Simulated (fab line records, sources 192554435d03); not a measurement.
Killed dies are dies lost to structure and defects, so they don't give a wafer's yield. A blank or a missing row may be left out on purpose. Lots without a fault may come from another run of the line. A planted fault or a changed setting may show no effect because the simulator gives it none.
A struck lot beside a sound one | flow n5_finfet | 18 steps out of a route of 1938
Sound: wafers L733.1, L733.2, L733.6. Struck: wafer L742.3. (L742.2 of the same lot was not struck and is left out.) The cause comes at the end.
At each step with rows: each side's tool, then ch and its chambers, then its first start. Under that, the readings that differ: sound wafers | struck wafers | difference of the means | sigmas: that difference in standard deviations of wafers without a fault.
alike: readings whose means differ by less than 2 such deviations, and words and numbers that are the same on both sides. not compared: withheld readings, readings that some wafer has no value for, bounds like >300 that may hide the same value, and numbers for which the record gives no deviation and whose values overlap.
The two part at a step that has a row with sigmas, a row that says differs or no value, or rows on one side only. Numbers that don't overlap but have no deviation are shown without sigmas and don't part them. A reading that every wafer of one side lacks parts them only if that side has two wafers or more.

first, 7 steps without rows for these wafers: N5_BEOL_M11_COAT_60 (time 60 s, resist thk 30 nm); N5_BEOL_M11_COAT_05 (resist thk 90 nm); N5_BEOL_M11_EBR_07; N5_BEOL_M11_SOFTBAKE_06 (time 60 s); N5_BEOL_M11_EXPOSE_08 (exposes mask M11); N5_BEOL_M11_PEB_09 (peb time 60 s); N5_BEOL_M11_DEVELOP_10 (develop time 30 s).
N5_BEOL_M11_CD_MEAS_11: target cd 64.1 nm.
  sound on cd_sem-03 ch 0, day 12 17:17; struck on cd_sem-01 ch 0, day 14 21:26
  alike: cd_nm
N5_BEOL_M11_OVL_MEAS_12:
  sound on overlay-02 ch 0, day 12 17:19; struck on overlay-01 ch 0, day 14 21:27
  alike: M11_OVL
N5_BEOL_M11_INSPECT_13: inspects for defects (brightfield).
  sound on defect_inspect-02, day 12 17:20; struck on defect_inspect-01, day 14 21:29
  alike: raw_defect_count
N5_BEOL_M11_DESCUM_16: chemistry O2, time 7.9 s.
  sound on rie_diel-01 ch 0,2,3, day 12 17:22; struck on rie_diel-05 ch 2, day 14 21:31
  alike: drypump_motor_current_A, oes_product_au, rf_vpp_V, showerhead_plenum_p_Torr, throttle_valve_pct
  not compared: rf_hours_counter_h
N5_BEOL_M11_ETCH_61: etches SiARC in CF4, target depth 39 nm, time 65 s.
  sound on rie_diel-01 ch 0,2,3, day 12 17:24; struck on rie_diel-05 ch 2, day 14 21:33
  alike: drypump_motor_current_A, etch_rf_on_time_s, oes_product_au, rf_vpp_V, showerhead_plenum_p_Torr, throttle_valve_pct
  not compared: rf_hours_counter_h
N5_BEOL_M11_ETCH_62: etches SOC in N2/H2, target depth 110 nm, overetch 22 nm, time 165 s.
  sound on rie_diel-01 ch 0,2,3, day 12 17:27; struck on rie_diel-05 ch 2, day 14 21:36
  reading                                     | sound          | struck | difference | sigmas
  model.SiARC_of_BEOL_M11_COAT_60.thk_nm (nm) | 23.8 23.8 23.8 | 22.8   | -1.0       |
  alike: drypump_motor_current_A, oes_product_au, rf_vpp_V, showerhead_plenum_p_Torr, throttle_valve_pct
  not compared: rf_hours_counter_h
then, 1 step without rows for these wafers: N5_BEOL_M11_STRIP_68 (strips in N2/H2).
N5_BEOL_M11_STRIP_67: strips in CF4.
  sound on rie_diel-01 ch 0,2,3, day 12 17:36; struck on rie_diel-05 ch 2, day 14 21:44
  alike: drypump_motor_current_A, oes_product_au, rf_vpp_V, showerhead_plenum_p_Torr, throttle_valve_pct
  not compared: rf_hours_counter_h
N5_BEOL_M11_HM_OPEN_17: chemistry Cl2/BCl3, target TiN, target depth 20 nm, overetch 6 nm.
  sound on rie_metal-02 ch 0,1, day 12 17:38; struck on rie_metal-03 ch 1, day 14 21:47
  reading                  | sound            | struck | difference | sigmas
  model.etch.depth_nm (nm) | 20.08 19.67 19.8 | 18.25  | -1.60      |
  alike: drypump_motor_current_A, oes_product_au, throttle_valve_pct
  not compared: rf_hours_counter_h
N5_BEOL_M11_STRIP_19: strips in O2.
  sound on rie_diel-06 ch 1,3, day 12 17:47; struck on rie_diel-06 ch 0, day 14 21:53
  reading                         | sound             | struck | difference | sigmas
  rf_vpp_V (V)                    | 3.5 3.8 3.0       | 4.9    | +1.5       | +2
  showerhead_plenum_p_Torr (Torr) | 2.10 1.99 2.10    | 2.19   | +0.13      | +2
  throttle_valve_pct (%)          | 17.15 16.92 17.15 | 16.54  | -0.53      | -2
  alike: drypump_motor_current_A, oes_product_au
  not compared: rf_hours_counter_h
-- the record jumps here: 2 days lie between the struck wafers' starts before and after (it left off in module BEOL_M11 and takes up again in module PASSIVATION, whose first step shown is number 1936 of the route) --
N5_PASSIVATION_PROBE_49:
  the record has rows for the struck wafers here (prober-01, day 16 22:08) and none for the sound ones

WHERE THEY PART
First at N5_BEOL_M11_STRIP_19; last, within this record, at N5_PASSIVATION_PROBE_49.

WHY: what the simulator had put in
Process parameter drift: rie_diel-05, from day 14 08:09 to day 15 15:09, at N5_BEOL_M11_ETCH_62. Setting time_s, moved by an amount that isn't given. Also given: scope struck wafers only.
